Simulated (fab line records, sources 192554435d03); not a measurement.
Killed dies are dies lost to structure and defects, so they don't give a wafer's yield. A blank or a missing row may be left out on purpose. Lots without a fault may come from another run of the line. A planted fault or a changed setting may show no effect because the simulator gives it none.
Split-lot experiment | flow n5_finfet | 7 lots, 39 wafers read, on a route of 1938 steps

THE SPLIT
At N5_SD_EPI_P_EPI_21 (deposits SiGe:B, time 355 s), the setting time_s was moved away from the recipe's 355 s on 12 of the 39 wafers read, by -44.8% to +31.1%. The other wafers ran this setting at the recipe's value.

The reading is taken at the split's own step.

THE READING
SiGe-B_of_SD_EPI_P_EPI_21.thk_nm (the simulator's own value, which no gauge read), in nm, at N5_SD_EPI_P_EPI_21 (deposits SiGe:B, time 355 s). The file gives no usual value for it. The 27 wafers here that ran the recipe average 61.0 nm, standard deviation 0.7 nm.

wafer  | tool, chamber at the split | time_s as run, s | against the recipe | SiGe-B_of_SD_EPI_P_EPI_21.thk_nm, nm | against lot-mates on the recipe
L074.1 | epi_rpcvd-01, 0            | 298.6            | -15.9%             | 54.4                                 | -6.8
L074.5 | epi_rpcvd-01, 0            | 298.6            | -15.9%             | 54.4                                 | -6.8
L074.2 | epi_rpcvd-01, 0            | 355              | recipe             | 60.6                                 | -
L074.3 | epi_rpcvd-01, 0            | 355              | recipe             | 61.2                                 | -
L074.4 | epi_rpcvd-01, 0            | 355              | recipe             | 61.8                                 | -
L074.6 | epi_rpcvd-01, 0            | 298.6            | -15.9%             | 54.6                                 | -6.6
L076.1 | epi_rpcvd-01, 0            | 355              | recipe             | 60.8                                 | -
L076.2 | epi_rpcvd-01, 0            | 355              | recipe             | 60.8                                 | -
L076.3 | epi_rpcvd-01, 0            | 355              | recipe             | 60.6                                 | -
L076.5 | epi_rpcvd-01, 0            | 355              | recipe             | 60.6                                 | -
L076.4 | epi_rpcvd-01, 0            | 355              | recipe             | 59.8                                 | -
L076.6 | epi_rpcvd-01, 0            | 355              | recipe             | 61.2                                 | -
L077.1 | epi_rpcvd-01, 0            | 355              | recipe             | 61                                   | -
L077.6 | epi_rpcvd-01, 0            | 355              | recipe             | 61                                   | -
L077.2 | epi_rpcvd-01, 0            | 355              | recipe             | 60.6                                 | -
L077.5 | epi_rpcvd-01, 0            | 355              | recipe             | 60.6                                 | -
L077.3 | epi_rpcvd-01, 0            | 355              | recipe             | 61.4                                 | -
L077.4 | epi_rpcvd-01, 0            | 355              | recipe             | 61.2                                 | -
L090.1 | epi_rpcvd-01, 0            | 465.3            | +31.1%             | 74                                   | +12.2
L090.2 | epi_rpcvd-01, 0            | 355              | recipe             | 61.4                                 | -
L090.3 | epi_rpcvd-01, 0            | 465.3            | +31.1%             | 74.2                                 | +12.4
L090.4 | epi_rpcvd-01, 0            | 355              | recipe             | 61.6                                 | -
L090.5 | epi_rpcvd-01, 0            | 355              | recipe             | 62.4                                 | -
L090.6 | epi_rpcvd-01, 0            | 465.3            | +31.1%             | 74.4                                 | +12.6
L091.1 | epi_rpcvd-03, 0            | 355              | recipe             | 62.4                                 | -
L091.2 | epi_rpcvd-03, 0            | 355              | recipe             | 61.6                                 | -
L091.4 | epi_rpcvd-03, 0            | 355              | recipe             | 62                                   | -
L092.1 | epi_rpcvd-02, 0            | 355              | recipe             | 59.4                                 | -
L092.2 | epi_rpcvd-02, 0            | 355              | recipe             | 60.6                                 | -
L092.3 | epi_rpcvd-02, 0            | 195.8            | -44.8%             | 36                                   | -24.1
L092.4 | epi_rpcvd-02, 0            | 195.8            | -44.8%             | 36                                   | -24.1
L092.5 | epi_rpcvd-02, 0            | 195.8            | -44.8%             | 36                                   | -24.1
L092.6 | epi_rpcvd-02, 0            | 355              | recipe             | 60.2                                 | -
L096.1 | epi_rpcvd-03, 0            | 355              | recipe             | 61.2                                 | -
L096.2 | epi_rpcvd-03, 0            | 448.3            | +26.3%             | 71.2                                 | +10.4
L096.3 | epi_rpcvd-03, 0            | 448.3            | +26.3%             | 71.2                                 | +10.4
L096.4 | epi_rpcvd-03, 0            | 355              | recipe             | 61                                   | -
L096.5 | epi_rpcvd-03, 0            | 355              | recipe             | 60.2                                 | -
L096.6 | epi_rpcvd-03, 0            | 448.3            | +26.3%             | 71.4                                 | +10.6

THE FIT
A straight line over all 39 wafers: SiGe-B_of_SD_EPI_P_EPI_21.thk_nm changes by +0.486 nm for each +1% of time_s; r = +0.99; the points scatter about the line by 1.4 nm.
The same after taking each lot's own level away (the mean of its wafers on the recipe; 39 wafers): +0.471 nm for each +1%; r = +0.99; scatter 1.2 nm.
On that fit, the largest move of time_s shifts the reading by 21 nm.
The lots' own levels span 60.07 to 62.00 nm, that is 2.8 times the standard deviation above.
So the lot-to-lot level changes the slope little: the two slopes agree.
Check: with one of the wafers moved furthest among these (-44.8%) left out of the fit, the line predicts -21 nm for it against its lot-mates. It came out at -24.1 nm against them.

OTHER SPLITS ON THESE WAFERS
These wafers also went through other splits before the reading. Each is held against what the fit with the lots' levels taken away leaves over:
other split on the same wafers | wafers away from the commonest value | r with SiGe-B_of_SD_EPI_P_EPI_21.thk_nm (lot level and that fit taken away)
N5_FIN_SAQP_PECVD_06 time_s    | 15                                   | +0.02

THE WHOLE CHAIN: every reading that the file lists as answering this split, in the file's order
step                    | what it does                | reading                                                                           | change (the file's fit)               | r (the file's)
N5_SD_EPI_P_EPI_21      | deposits SiGe:B, time 355 s | SiGe-B_of_SD_EPI_P_EPI_21.thk_nm (the simulator's own value, which no gauge read) | +0.471 nm for each +1% of the setting | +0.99
N5_SD_EPI_P_EPI_MEAS_23 |                             | thk_nm                                                                            | withheld for each +1% of the setting  | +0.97

THE FILE'S OWN FIT
SiGe-B_of_SD_EPI_P_EPI_21.thk_nm changes by +0.471 nm for each +1% of time_s, r = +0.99.
